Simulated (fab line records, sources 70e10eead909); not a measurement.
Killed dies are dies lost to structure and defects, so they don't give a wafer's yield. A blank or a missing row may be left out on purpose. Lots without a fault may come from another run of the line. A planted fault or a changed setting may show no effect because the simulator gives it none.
Which tool did it? | flow nand_harc | 24 lots, 72 wafers sampled, at 6 steps of a route of 1302

WHAT THE GAUGES READ, wafer by wafer
NHARC_P_M0_INSPECT_11. Usual: raw_defect_count 4.5, standard deviation 2.6.
lot  | measured     | on                | raw_defect_count | flag
L074 | day 6 09:13  | defect_inspect-01 | 7 10 3           |
L075 | day 6 09:58  | defect_inspect-01 | 1 9 1            |
L076 | day 7 01:48  | defect_inspect-01 | 3 4 4            |
L077 | day 7 03:31  | defect_inspect-02 | 1 2 0            |
L078 | day 7 19:59  | defect_inspect-01 | 6 3 0            |
L079 | day 8 04:27  | defect_inspect-02 | 3 2 2            |
L080 | day 9 00:01  | defect_inspect-01 | 3 2 3            |
L081 | day 9 00:33  | defect_inspect-01 | 7 2 5            |
L082 | day 9 13:08  | defect_inspect-01 | 11 5 16          |
L083 | day 9 17:33  | defect_inspect-01 | 4 5 4            |
L084 | day 10 02:23 | defect_inspect-01 | 6 7 8            |
L085 | day 10 13:24 | defect_inspect-01 | 5 7 10           |
L086 | day 10 19:53 | defect_inspect-01 | 1 3 5            |
L087 | day 11 13:40 | defect_inspect-01 | 8 5 5            |
L088 | day 12 02:56 | defect_inspect-01 | 8 5 2            |
L089 | day 12 03:50 | defect_inspect-02 | 4 6 1            |
L090 | day 12 18:25 | defect_inspect-01 | 6 7 5            |
L091 | day 12 22:45 | defect_inspect-01 | 8 6 1            |
L092 | day 13 14:46 | defect_inspect-01 | 3 4 4            |
L093 | day 13 22:37 | defect_inspect-01 | 7 6 7            |
L094 | day 14 10:53 | defect_inspect-02 | 7 4 5            |
L095 | day 15 09:27 | defect_inspect-02 | 3 4 2            |
L096 | day 15 11:43 | defect_inspect-02 | 5 3 2            |
L097 | day 15 21:20 | defect_inspect-01 | 7 5 10           |

NHARC_P_M0_INSPECT_27. Usual: raw_defect_count 294, standard deviation 130.
lot  | measured     | on                | raw_defect_count | flag
L074 | day 6 11:51  | defect_inspect-01 | 180 191 183      |
L075 | day 6 12:32  | defect_inspect-02 | 315 149 250      |
L076 | day 7 04:22  | defect_inspect-02 | 359 419 452      |
L077 | day 7 06:02  | defect_inspect-02 | 199 169 275      |
L078 | day 7 22:34  | defect_inspect-01 | 169 179 196      |
L079 | day 8 07:06  | defect_inspect-02 | 296 282 197      |
L080 | day 9 02:32  | defect_inspect-02 | 261 145 333      |
L081 | day 9 03:10  | defect_inspect-02 | 623 204 296      |
L082 | day 9 15:40  | defect_inspect-01 | 326 313 284      |
L083 | day 9 20:15  | defect_inspect-02 | 420 419 252      |
L084 | day 10 04:56 | defect_inspect-01 | 366 235 177      |
L085 | day 10 15:55 | defect_inspect-01 | 297 367 509      |
L086 | day 10 22:34 | defect_inspect-01 | 328 244 225      |
L087 | day 11 16:20 | defect_inspect-02 | 505 681 440      |
L088 | day 12 05:30 | defect_inspect-01 | 439 252 135      |
L089 | day 12 06:22 | defect_inspect-01 | 228 215 261      |
L090 | day 12 20:58 | defect_inspect-02 | 356 456 389      |
L091 | day 13 01:31 | defect_inspect-01 | 287 394 201      |
L092 | day 13 17:19 | defect_inspect-01 | 249 377 254      |
L093 | day 14 01:10 | defect_inspect-02 | 208 194 179      |
L094 | day 14 13:34 | defect_inspect-02 | 178 392 212      |
L095 | day 15 11:58 | defect_inspect-02 | 144 137 234      |
L096 | day 15 14:14 | defect_inspect-02 | 267 216 232      |
L097 | day 15 23:52 | defect_inspect-02 | 212 233 230      |

NHARC_P_BONDPAD_CD_MEAS_09: target cd 500 nm. Usual: cd_nm 502.0 nm, standard deviation 2.6.
lot  | measured     | on        | cd_nm (nm)        | flag
L074 | day 6 22:08  | cd_sem-02 | 505.2 502.8 500.8 |
L075 | day 6 22:54  | cd_sem-03 | 500.7 500.4 499.8 |
L076 | day 7 14:11  | cd_sem-03 | 503.8 506.1 503.7 |
L077 | day 7 15:59  | cd_sem-01 | 500.7 504.9 504.8 |
L078 | day 8 09:11  | cd_sem-01 | 500.3 498.3 500.7 |
L079 | day 8 17:11  | cd_sem-01 | 499.6 500.1 500.0 |
L080 | day 9 14:02  | cd_sem-02 | 506.3 503.9 501.7 |
L081 | day 9 13:52  | cd_sem-03 | 504.1 504.9 503.4 |
L082 | day 10 02:59 | cd_sem-01 | 500.5 501.6 501.1 |
L083 | day 10 06:52 | cd_sem-01 | 499.9 498.9 500.2 |
L084 | day 10 14:56 | cd_sem-03 | 499.6 504.2 504.6 |
L085 | day 11 01:56 | cd_sem-01 | 505.3 505.8 501.6 |
L086 | day 11 08:43 | cd_sem-01 | 500.3 499.5 497.3 |
L087 | day 12 02:28 | cd_sem-02 | 502.9 501.3 502.4 |
L088 | day 12 15:31 | cd_sem-03 | 503.0 504.2 505.5 |
L089 | day 12 16:35 | cd_sem-02 | 497.9 501.4 498.0 |
L090 | day 13 06:58 | cd_sem-02 | 499.9 496.7 498.1 |
L091 | day 13 11:47 | cd_sem-03 | 503.7 499.7 502.1 |
L092 | day 14 03:52 | cd_sem-02 | 503.8 500.5 505.1 |
L093 | day 14 11:17 | cd_sem-02 | 501.1 501.8 501.8 |
L094 | day 14 23:43 | cd_sem-03 | 504.7 500.6 499.0 |
L095 | day 15 22:04 | cd_sem-01 | 503.5 507.4 503.7 |
L096 | day 16 00:31 | cd_sem-01 | 502.5 501.0 501.4 |
L097 | day 16 10:14 | cd_sem-02 | 505.1 505.8 498.5 |

WHICH TOOL RAN EACH LOT (tool, then ch and the chambers of the sampled wafers, then the start)
lot  | NHARC_P_M0_ETCH_15                            | NHARC_P_M0_DEP_32               | NHARC_P_M1_ETCH_15
L074 | rie_diel-13 ch 0,1,3, day 6 11:51 or earlier  | pecvd-04 ch 0,1,2, day 6 12:08  | rie_diel-09 ch 0,1,3, day 6 22:08 or earlier
L075 | rie_diel-07 ch 0,3, day 6 12:32 or earlier    | pecvd-04 ch 0,1,2, day 6 12:45  | rie_diel-09 ch 1,2, day 6 22:54 or earlier
L076 | rie_diel-07 ch 2,3, day 7 04:22 or earlier    | pecvd-03 ch 0,1, day 7 04:34    | rie_diel-11 ch 2,3, day 7 14:11 or earlier
L077 | rie_diel-07 ch 1,2, day 7 06:02 or earlier    | pecvd-01 ch 0,1, day 7 06:16    | rie_diel-11 ch 1,2,3, day 7 15:59 or earlier
L078 | rie_diel-07 ch 1,2,3, day 7 22:34 or earlier  | pecvd-03 ch 0,1, day 7 22:46    | rie_diel-10 ch 1,2,3, day 8 09:11 or earlier
L079 | rie_diel-07 ch 1,2, day 8 07:06 or earlier    | pecvd-01 ch 0,2, day 8 07:20    | rie_diel-11 ch 0,1,3, day 8 17:11 or earlier
L080 | rie_diel-07 ch 0,2,3, day 9 02:32 or earlier  | pecvd-04 ch 0,1,2, day 9 02:41  | rie_diel-11 ch 0,1, day 9 14:02 or earlier
L081 | rie_diel-04 ch 2,3, day 9 03:10 or earlier    | pecvd-04 ch 0,1,2, day 9 03:28  | rie_diel-11 ch 0,2,3, day 9 13:52 or earlier
L082 | rie_diel-07 ch 0,1,2, day 9 15:40 or earlier  | pecvd-03 ch 0,2, day 9 15:49    | rie_diel-11 ch 0,2,3, day 10 02:59 or earlier
L083 | rie_diel-07 ch 1,3, day 9 20:15 or earlier    | pecvd-01 ch 0,1, day 9 20:24    | rie_diel-09 ch 0,2, day 10 06:52 or earlier
L084 | rie_diel-07 ch 0,2,3, day 10 04:56 or earlier | pecvd-03 ch 0,2, day 10 05:08   | rie_diel-09 ch 0,2,3, day 10 14:56 or earlier
L085 | rie_diel-04 ch 1,2, day 10 15:55 or earlier   | pecvd-03 ch 0,1,2, day 10 16:09 | rie_diel-11 ch 1,3, day 11 01:56 or earlier
L086 | rie_diel-07 ch 0,2,3, day 10 22:34 or earlier | pecvd-04 ch 1,2, day 10 22:46   | rie_diel-11 ch 1,2, day 11 08:43 or earlier
L087 | rie_diel-04 ch 0,2,3, day 11 16:20 or earlier | pecvd-04 ch 0,2, day 11 16:28   | rie_diel-09 ch 0,2, day 12 02:28 or earlier
L088 | rie_diel-13 ch 0,2,3, day 12 05:30 or earlier | pecvd-03 ch 0,1,2, day 12 05:39 | rie_diel-10 ch 0,1, day 12 15:31 or earlier
L089 | rie_diel-13 ch 1,2, day 12 06:22 or earlier   | pecvd-03 ch 0,2, day 12 06:43   | rie_diel-09 ch 2,3, day 12 16:35 or earlier
L090 | rie_diel-07 ch 0,1, day 12 20:58 or earlier   | pecvd-03 ch 0,2, day 12 21:08   | rie_diel-09 ch 1,3, day 13 06:58 or earlier
L091 | rie_diel-07 ch 0,1,3, day 13 01:31 or earlier | pecvd-03 ch 0,2, day 13 01:44   | rie_diel-11 ch 0,2, day 13 11:47 or earlier
L092 | rie_diel-04 ch 1,2, day 13 17:19 or earlier   | pecvd-01 ch 0,1,2, day 13 17:44 | rie_diel-09 ch 0,1,3, day 14 03:52 or earlier
L093 | rie_diel-04 ch 0,2,3, day 14 01:10 or earlier | pecvd-03 ch 0,1, day 14 01:18   | rie_diel-09 ch 0,1,3, day 14 11:17 or earlier
L094 | rie_diel-07 ch 1,2, day 14 13:34 or earlier   | pecvd-03 ch 0,1, day 14 13:43   | rie_diel-11 ch 0,1,3, day 14 23:43 or earlier
L095 | rie_diel-07 ch 0,1,3, day 15 11:58 or earlier | pecvd-03 ch 0,1,2, day 15 12:10 | rie_diel-11 ch 0,1,2, day 15 22:04 or earlier
L096 | rie_diel-04 ch 2,3, day 15 14:14 or earlier   | pecvd-01 ch 0,1,2, day 15 14:26 | rie_diel-11 ch 0,1,2, day 16 00:31 or earlier
L097 | rie_diel-07 ch 0,1,2, day 15 23:52 or earlier | pecvd-01 ch 0,1,2, day 16 00:01 | rie_diel-11 ch 0,1,2, day 16 10:14 or earlier
- NHARC_P_M0_ETCH_15: etches the open film in C4F8/Ar, target depth 150 nm, overetch 15 nm, time 82.5 s.
- NHARC_P_M0_DEP_32: deposits SiCN, target thk 30 nm.
- NHARC_P_M1_ETCH_15: etches the open film in C4F8/Ar, target depth 182.5 nm, time 91.2 s.

WHAT THE TOOLS THEMSELVES READ (means of the sampled wafers that have a number; where no wafer has one, the mark that the record gives instead)
NHARC_P_M0_ETCH_15. Usual: oes_product_au 0.967 a.u., standard deviation 0.017; rf_vpp_V 440.9 V, standard deviation 2.7.
lot  | tool        | oes_product_au (a.u.) | rf_vpp_V (V) | flag
L074 | rie_diel-13 | 0.949                 | 441.8        |
L075 | rie_diel-07 | 0.978                 | 444.2        |
L076 | rie_diel-07 | 0.974                 | 441.6        |
L077 | rie_diel-07 | 0.971                 | 438.4        |
L078 | rie_diel-07 | 0.977                 | 440.1        |
L079 | rie_diel-07 | 0.978                 | 439.7        |
L080 | rie_diel-07 | 0.967                 | 442.1        |
L081 | rie_diel-04 | 0.990                 | 442.6        |
L082 | rie_diel-07 | 0.968                 | 440.2        |
L083 | rie_diel-07 | 0.982                 | 439.5        |
L084 | rie_diel-07 | 0.978                 | 442.3        |
L085 | rie_diel-04 | 0.972                 | 443.1        |
L086 | rie_diel-07 | 0.952                 | 442.2        |
L087 | rie_diel-04 | 0.953                 | 442.8        |
L088 | rie_diel-13 | 0.965                 | 439.3        |
L089 | rie_diel-13 | 0.969                 | 439.9        |
L090 | rie_diel-07 | 0.961                 | 439.2        |
L091 | rie_diel-07 | 0.946                 | 440.3        |
L092 | rie_diel-04 | 0.978                 | 443.1        |
L093 | rie_diel-04 | 0.968                 | 442.2        |
L094 | rie_diel-07 | 0.937                 | 437.8        |
L095 | rie_diel-07 | 0.989                 | 439.7        |
L096 | rie_diel-04 | 0.971                 | 441.8        |
L097 | rie_diel-07 | 0.974                 | 440.6        |

NHARC_P_M0_DEP_32. Usual: heater_power_w 595 W, standard deviation 96.
lot  | tool     | heater_power_w (W) | flag
L074 | pecvd-04 | 628                |
L075 | pecvd-04 | 654                |
L076 | pecvd-03 | 510                |
L077 | pecvd-01 | 578                |
L078 | pecvd-03 | 499                |
L079 | pecvd-01 | 593                |
L080 | pecvd-04 | 628                |
L081 | pecvd-04 | 631                |
L082 | pecvd-03 | 582                |
L083 | pecvd-01 | 571                |
L084 | pecvd-03 | 603                |
L085 | pecvd-03 | 593                |
L086 | pecvd-04 | 634                |
L087 | pecvd-04 | 615                |
L088 | pecvd-03 | 552                |
L089 | pecvd-03 | 579                |
L090 | pecvd-03 | 591                |
L091 | pecvd-03 | 608                |
L092 | pecvd-01 | 640                |
L093 | pecvd-03 | 467                |
L094 | pecvd-03 | 490                |
L095 | pecvd-03 | 573                |
L096 | pecvd-01 | 672                |
L097 | pecvd-01 | 632                |

NHARC_P_M1_ETCH_15. Usual: oes_product_au 0.956 a.u., standard deviation 0.024; rf_vpp_V 441.6 V, standard deviation 2.8.
lot  | tool        | oes_product_au (a.u.) | rf_vpp_V (V) | flag
L074 | rie_diel-09 | 0.984                 | 442.2        |
L075 | rie_diel-09 | 0.917                 | 442.5        |
L076 | rie_diel-11 | 0.948                 | 441.0        |
L077 | rie_diel-11 | 0.958                 | 442.9        |
L078 | rie_diel-10 | 0.964                 | 438.3        |
L079 | rie_diel-11 | 0.972                 | 440.6        |
L080 | rie_diel-11 | 0.935                 | 442.8        |
L081 | rie_diel-11 | 0.964                 | 440.3        |
L082 | rie_diel-11 | 0.920                 | 440.5        |
L083 | rie_diel-09 | 0.976                 | 439.2        |
L084 | rie_diel-09 | 0.983                 | 440.5        |
L085 | rie_diel-11 | 0.952                 | 441.9        |
L086 | rie_diel-11 | 0.919                 | 444.9        |
L087 | rie_diel-09 | 0.930                 | 438.3        |
L088 | rie_diel-10 | 0.966                 | 441.5        |
L089 | rie_diel-09 | 0.970                 | 440.3        |
L090 | rie_diel-09 | 0.962                 | 444.5        |
L091 | rie_diel-11 | 0.920                 | 440.8        |
L092 | rie_diel-09 | 0.973                 | 442.6        |
L093 | rie_diel-09 | 0.981                 | 442.1        |
L094 | rie_diel-11 | 0.968                 | 441.5        |
L095 | rie_diel-11 | 0.964                 | 442.6        |
L096 | rie_diel-11 | 0.954                 | 442.8        |
L097 | rie_diel-11 | 0.958                 | 442.8        |

THE ANSWER, worked out from the rows above alone
Rule: a lot is off if the mean of its wafers that have a number lies more than 3 standard deviations from the usual mean. A lot without any number at a reading at which 4 lots or more have one is off too. The other lots that the step has rows for count as sound. The gauges are gone through in route order, then the tools' own readings, and for those a lot's mean is taken as printed above. The first step at which some lot is off is used, and at that step the reading that is off furthest; a lot without a number counts as furthest.
No lot is off at any reading shown: from this, nothing can be told.

WHAT THE SIMULATOR HAD PUT IN
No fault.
